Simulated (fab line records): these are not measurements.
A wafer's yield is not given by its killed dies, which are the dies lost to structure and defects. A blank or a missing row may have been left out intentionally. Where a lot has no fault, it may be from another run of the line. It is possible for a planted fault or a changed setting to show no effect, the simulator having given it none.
The tool behind it: which one? || flow n5_finfet || 24 lots with 72 wafers sampled at 2 steps, on a route of 1938 steps

== WHAT THE GAUGES SHOWED, per wafer ==
N5_BEOL_M0_CUTY_INSPECT_59: inspects for defects (macro). Usual: 2.1 for raw_defect_count, sd 1.3.
{"lot": "L074", "measured": "day 5 17:47", "on": "defect_inspect-01", "raw_defect_count": "1 1 1", "flag": ""}
{"lot": "L075", "measured": "day 5 23:28", "on": "defect_inspect-02", "raw_defect_count": "1 3 3", "flag": ""}
{"lot": "L076", "measured": "day 6 04:12", "on": "defect_inspect-01", "raw_defect_count": "3 1 4", "flag": ""}
{"lot": "L077", "measured": "day 6 10:00", "on": "defect_inspect-02", "raw_defect_count": "1 4 2", "flag": ""}
{"lot": "L078", "measured": "day 6 21:39", "on": "defect_inspect-01", "raw_defect_count": "1 2 2", "flag": ""}
{"lot": "L079", "measured": "day 7 02:01", "on": "defect_inspect-02", "raw_defect_count": "5 2 3", "flag": ""}
{"lot": "L080", "measured": "day 7 08:04", "on": "defect_inspect-01", "raw_defect_count": "2 1 0", "flag": ""}
{"lot": "L081", "measured": "day 7 13:06", "on": "defect_inspect-02", "raw_defect_count": "2 2 2", "flag": ""}
{"lot": "L082", "measured": "day 7 16:13", "on": "defect_inspect-02", "raw_defect_count": "3 1 2", "flag": ""}
{"lot": "L083", "measured": "day 8 00:43", "on": "defect_inspect-01", "raw_defect_count": "3 0 3", "flag": ""}
{"lot": "L084", "measured": "day 8 05:32", "on": "defect_inspect-01", "raw_defect_count": "2 2 4", "flag": ""}
{"lot": "L085", "measured": "day 8 17:17", "on": "defect_inspect-01", "raw_defect_count": "1 3 4", "flag": ""}
{"lot": "L086", "measured": "day 8 19:47", "on": "defect_inspect-02", "raw_defect_count": "1 4 4", "flag": ""}
{"lot": "L087", "measured": "day 9 03:11", "on": "defect_inspect-02", "raw_defect_count": "2 2 1", "flag": ""}
{"lot": "L088", "measured": "day 9 07:21", "on": "defect_inspect-02", "raw_defect_count": "1 1 2", "flag": ""}
{"lot": "L089", "measured": "day 9 12:12", "on": "defect_inspect-02", "raw_defect_count": "4 3 4", "flag": ""}
{"lot": "L090", "measured": "day 9 18:02", "on": "defect_inspect-02", "raw_defect_count": "3 1 0", "flag": ""}
{"lot": "L091", "measured": "day 9 23:02", "on": "defect_inspect-01", "raw_defect_count": "1 1 0", "flag": ""}
{"lot": "L092", "measured": "day 10 03:10", "on": "defect_inspect-01", "raw_defect_count": "1 3 2", "flag": ""}
{"lot": "L093", "measured": "day 10 06:35", "on": "defect_inspect-02", "raw_defect_count": "4 3 2", "flag": ""}
{"lot": "L094", "measured": "day 10 21:01", "on": "defect_inspect-01", "raw_defect_count": "2 2 1", "flag": ""}
{"lot": "L095", "measured": "day 11 02:29", "on": "defect_inspect-02", "raw_defect_count": "1 1 5", "flag": ""}
{"lot": "L096", "measured": "day 11 06:17", "on": "defect_inspect-01", "raw_defect_count": "1 2 1", "flag": ""}
{"lot": "L097", "measured": "day 11 14:25", "on": "defect_inspect-01", "raw_defect_count": "1 4 1", "flag": ""}

== WHICH TOOL RAN EACH LOT (tool, then ch and the chambers of the sampled wafers, then the start) ==
{"lot": "L074", "N5_BEOL_M0_SAQP_ETCH_49": "rie_diel-02 ch 0,1, day 5 17:22"}
{"lot": "L075", "N5_BEOL_M0_SAQP_ETCH_49": "rie_diel-02 ch 0,1,3, day 5 22:56"}
{"lot": "L076", "N5_BEOL_M0_SAQP_ETCH_49": "rie_diel-06 ch 0,3, day 6 03:39"}
{"lot": "L077", "N5_BEOL_M0_SAQP_ETCH_49": "rie_diel-06 ch 1,2, day 6 09:27"}
{"lot": "L078", "N5_BEOL_M0_SAQP_ETCH_49": "rie_diel-02 ch 1,2, day 6 21:06"}
{"lot": "L079", "N5_BEOL_M0_SAQP_ETCH_49": "rie_diel-01 ch 1,2, day 7 01:26"}
{"lot": "L080", "N5_BEOL_M0_SAQP_ETCH_49": "rie_diel-06 ch 0,1, day 7 07:38"}
{"lot": "L081", "N5_BEOL_M0_SAQP_ETCH_49": "rie_diel-01 ch 1,2,3, day 7 12:40"}
{"lot": "L082", "N5_BEOL_M0_SAQP_ETCH_49": "rie_diel-06 ch 0,1,2, day 7 15:47"}
{"lot": "L083", "N5_BEOL_M0_SAQP_ETCH_49": "rie_diel-06 ch 0,1,3, day 8 00:17"}
{"lot": "L084", "N5_BEOL_M0_SAQP_ETCH_49": "rie_diel-06 ch 0,2, day 8 04:58"}
{"lot": "L085", "N5_BEOL_M0_SAQP_ETCH_49": "rie_diel-02 ch 0,2,3, day 8 16:44"}
{"lot": "L086", "N5_BEOL_M0_SAQP_ETCH_49": "rie_diel-01 ch 1,3, day 8 19:14"}
{"lot": "L087", "N5_BEOL_M0_SAQP_ETCH_49": "rie_diel-06 ch 2,3, day 9 02:38"}
{"lot": "L088", "N5_BEOL_M0_SAQP_ETCH_49": "rie_diel-02 ch 0,1,2, day 9 06:56"}
{"lot": "L089", "N5_BEOL_M0_SAQP_ETCH_49": "rie_diel-02 ch 0,3, day 9 11:39"}
{"lot": "L090", "N5_BEOL_M0_SAQP_ETCH_49": "rie_diel-02 ch 0,2, day 9 17:36"}
{"lot": "L091", "N5_BEOL_M0_SAQP_ETCH_49": "rie_diel-06 ch 0,2, day 9 22:29"}
{"lot": "L092", "N5_BEOL_M0_SAQP_ETCH_49": "rie_diel-06 ch 0,3, day 10 02:37"}
{"lot": "L093", "N5_BEOL_M0_SAQP_ETCH_49": "rie_diel-01 ch 1,2, day 10 06:03"}
{"lot": "L094", "N5_BEOL_M0_SAQP_ETCH_49": "rie_diel-06 ch 0,2,3, day 10 20:36"}
{"lot": "L095", "N5_BEOL_M0_SAQP_ETCH_49": "rie_diel-01 ch 0,2, day 11 01:56"}
{"lot": "L096", "N5_BEOL_M0_SAQP_ETCH_49": "rie_diel-06 ch 1,2,3, day 11 05:44"}
{"lot": "L097", "N5_BEOL_M0_SAQP_ETCH_49": "rie_diel-06 ch 0,2, day 11 13:52"}
- N5_BEOL_M0_SAQP_ETCH_49: etches SiO2 in CF4/O2, target depth 37 nm.

== AS READ BY THE TOOLS THEMSELVES (means over the sampled wafers that have a number; for cases with no such wafer, the mark the record gives instead) ==
N5_BEOL_M0_SAQP_ETCH_49. Usual: cf4_flow_sccm 100.0 sccm, standard deviation 0.32; drypump_motor_current_A 5.7 A, standard deviation 0.39; oes_product_au 0.77 a.u., standard deviation 0.091; rf_vpp_V 239 V, standard deviation 3.1; showerhead_plenum_p_Torr 2.20 Torr, standard deviation 0.062; throttle_valve_pct 15.84 %, standard deviation 0.26.
{"lot": "L074", "tool": "rie_diel-02", "cf4_flow_sccm (sccm)": 99.7, "drypump_motor_current_A (A)": 5.7, "oes_product_au (a.u.)": 0.72, "rf_vpp_V (V)": 239, "showerhead_plenum_p_Torr (Torr)": 2.10, "throttle_valve_pct (%)": 16.05, "flag": ""}
{"lot": "L075", "tool": "rie_diel-02", "cf4_flow_sccm (sccm)": 99.9, "drypump_motor_current_A (A)": 5.8, "oes_product_au (a.u.)": 0.72, "rf_vpp_V (V)": 236, "showerhead_plenum_p_Torr (Torr)": 2.13, "throttle_valve_pct (%)": 15.92, "flag": ""}
{"lot": "L076", "tool": "rie_diel-06", "cf4_flow_sccm (sccm)": 99.9, "drypump_motor_current_A (A)": 5.8, "oes_product_au (a.u.)": 0.78, "rf_vpp_V (V)": 238, "showerhead_plenum_p_Torr (Torr)": 2.20, "throttle_valve_pct (%)": 15.81, "flag": ""}
{"lot": "L077", "tool": "rie_diel-06", "cf4_flow_sccm (sccm)": 99.9, "drypump_motor_current_A (A)": 5.4, "oes_product_au (a.u.)": 0.69, "rf_vpp_V (V)": 243, "showerhead_plenum_p_Torr (Torr)": 2.21, "throttle_valve_pct (%)": 15.91, "flag": ""}
{"lot": "L078", "tool": "rie_diel-02", "cf4_flow_sccm (sccm)": 100.1, "drypump_motor_current_A (A)": 5.4, "oes_product_au (a.u.)": 0.76, "rf_vpp_V (V)": 235, "showerhead_plenum_p_Torr (Torr)": 2.17, "throttle_valve_pct (%)": 15.67, "flag": ""}
{"lot": "L079", "tool": "rie_diel-01", "cf4_flow_sccm (sccm)": 100.2, "drypump_motor_current_A (A)": 6.2, "oes_product_au (a.u.)": 0.85, "rf_vpp_V (V)": 242, "showerhead_plenum_p_Torr (Torr)": 2.18, "throttle_valve_pct (%)": 15.65, "flag": ""}
{"lot": "L080", "tool": "rie_diel-06", "cf4_flow_sccm (sccm)": 99.9, "drypump_motor_current_A (A)": 5.6, "oes_product_au (a.u.)": 0.67, "rf_vpp_V (V)": 241, "showerhead_plenum_p_Torr (Torr)": 2.17, "throttle_valve_pct (%)": 15.88, "flag": ""}
{"lot": "L081", "tool": "rie_diel-01", "cf4_flow_sccm (sccm)": 100.0, "drypump_motor_current_A (A)": 6.0, "oes_product_au (a.u.)": 0.81, "rf_vpp_V (V)": 241, "showerhead_plenum_p_Torr (Torr)": 2.23, "throttle_valve_pct (%)": 15.69, "flag": ""}
{"lot": "L082", "tool": "rie_diel-06", "cf4_flow_sccm (sccm)": 100.2, "drypump_motor_current_A (A)": 5.5, "oes_product_au (a.u.)": 0.69, "rf_vpp_V (V)": 241, "showerhead_plenum_p_Torr (Torr)": 2.21, "throttle_valve_pct (%)": 15.97, "flag": ""}
{"lot": "L083", "tool": "rie_diel-06", "cf4_flow_sccm (sccm)": 99.9, "drypump_motor_current_A (A)": 5.6, "oes_product_au (a.u.)": 0.75, "rf_vpp_V (V)": 240, "showerhead_plenum_p_Torr (Torr)": 2.19, "throttle_valve_pct (%)": 15.79, "flag": ""}
{"lot": "L084", "tool": "rie_diel-06", "cf4_flow_sccm (sccm)": 99.9, "drypump_motor_current_A (A)": 5.7, "oes_product_au (a.u.)": 0.70, "rf_vpp_V (V)": 239, "showerhead_plenum_p_Torr (Torr)": 2.21, "throttle_valve_pct (%)": 16.02, "flag": ""}
{"lot": "L085", "tool": "rie_diel-02", "cf4_flow_sccm (sccm)": 100.1, "drypump_motor_current_A (A)": 6.0, "oes_product_au (a.u.)": 0.69, "rf_vpp_V (V)": 238, "showerhead_plenum_p_Torr (Torr)": 2.18, "throttle_valve_pct (%)": 16.10, "flag": ""}
{"lot": "L086", "tool": "rie_diel-01", "cf4_flow_sccm (sccm)": 99.8, "drypump_motor_current_A (A)": 6.1, "oes_product_au (a.u.)": 0.85, "rf_vpp_V (V)": 240, "showerhead_plenum_p_Torr (Torr)": 2.26, "throttle_valve_pct (%)": 15.74, "flag": ""}
{"lot": "L087", "tool": "rie_diel-06", "cf4_flow_sccm (sccm)": 100.2, "drypump_motor_current_A (A)": 5.4, "oes_product_au (a.u.)": 0.82, "rf_vpp_V (V)": 241, "showerhead_plenum_p_Torr (Torr)": 2.26, "throttle_valve_pct (%)": 15.75, "flag": ""}
{"lot": "L088", "tool": "rie_diel-02", "cf4_flow_sccm (sccm)": 100.0, "drypump_motor_current_A (A)": 5.6, "oes_product_au (a.u.)": 0.71, "rf_vpp_V (V)": 238, "showerhead_plenum_p_Torr (Torr)": 2.15, "throttle_valve_pct (%)": 15.98, "flag": ""}
{"lot": "L089", "tool": "rie_diel-02", "cf4_flow_sccm (sccm)": 100.1, "drypump_motor_current_A (A)": 6.2, "oes_product_au (a.u.)": 0.67, "rf_vpp_V (V)": 236, "showerhead_plenum_p_Torr (Torr)": 2.14, "throttle_valve_pct (%)": 16.09, "flag": ""}
{"lot": "L090", "tool": "rie_diel-02", "cf4_flow_sccm (sccm)": 100.2, "drypump_motor_current_A (A)": 5.8, "oes_product_au (a.u.)": 0.70, "rf_vpp_V (V)": 239, "showerhead_plenum_p_Torr (Torr)": 2.21, "throttle_valve_pct (%)": 16.12, "flag": ""}
{"lot": "L091", "tool": "rie_diel-06", "cf4_flow_sccm (sccm)": 99.7, "drypump_motor_current_A (A)": 5.7, "oes_product_au (a.u.)": 0.86, "rf_vpp_V (V)": 237, "showerhead_plenum_p_Torr (Torr)": 2.21, "throttle_valve_pct (%)": 15.75, "flag": ""}
{"lot": "L092", "tool": "rie_diel-06", "cf4_flow_sccm (sccm)": 99.8, "drypump_motor_current_A (A)": 5.8, "oes_product_au (a.u.)": 0.92, "rf_vpp_V (V)": 238, "showerhead_plenum_p_Torr (Torr)": 2.18, "throttle_valve_pct (%)": 15.56, "flag": ""}
{"lot": "L093", "tool": "rie_diel-01", "cf4_flow_sccm (sccm)": 100.1, "drypump_motor_current_A (A)": 6.2, "oes_product_au (a.u.)": 0.82, "rf_vpp_V (V)": 242, "showerhead_plenum_p_Torr (Torr)": 2.17, "throttle_valve_pct (%)": 15.69, "flag": ""}
{"lot": "L094", "tool": "rie_diel-06", "cf4_flow_sccm (sccm)": 99.8, "drypump_motor_current_A (A)": 5.5, "oes_product_au (a.u.)": 0.83, "rf_vpp_V (V)": 240, "showerhead_plenum_p_Torr (Torr)": 2.22, "throttle_valve_pct (%)": 15.77, "flag": ""}
{"lot": "L095", "tool": "rie_diel-01", "cf4_flow_sccm (sccm)": 99.4, "drypump_motor_current_A (A)": 5.5, "oes_product_au (a.u.)": 0.74, "rf_vpp_V (V)": 240, "showerhead_plenum_p_Torr (Torr)": 2.20, "throttle_valve_pct (%)": 15.84, "flag": ""}
{"lot": "L096", "tool": "rie_diel-06", "cf4_flow_sccm (sccm)": 100.0, "drypump_motor_current_A (A)": 5.4, "oes_product_au (a.u.)": 0.85, "rf_vpp_V (V)": 241, "showerhead_plenum_p_Torr (Torr)": 2.22, "throttle_valve_pct (%)": 15.72, "flag": ""}
{"lot": "L097", "tool": "rie_diel-06", "cf4_flow_sccm (sccm)": 100.0, "drypump_motor_current_A (A)": 5.7, "oes_product_au (a.u.)": 0.84, "rf_vpp_V (V)": 238, "showerhead_plenum_p_Torr (Torr)": 2.20, "throttle_valve_pct (%)": 15.78, "flag": ""}

== THE ANSWER, worked out from the rows above alone ==
Rule: lot off if the mean of its wafers having a number is beyond 3 standard deviations from the usual mean. A lot without any number at a reading at which 4 lots or more have one is off too. The other lots that the step has rows for count as sound. The gauges are gone through in route order, then the tools' own readings, and for those a lot's mean is taken as printed above. The first step at which some lot is off is used, and at that step the reading that is off furthest; a lot without a number counts as furthest.
None of the lots is off at any reading shown; this tells nothing.

== WHAT THE SIMULATOR HAD PUT IN ==
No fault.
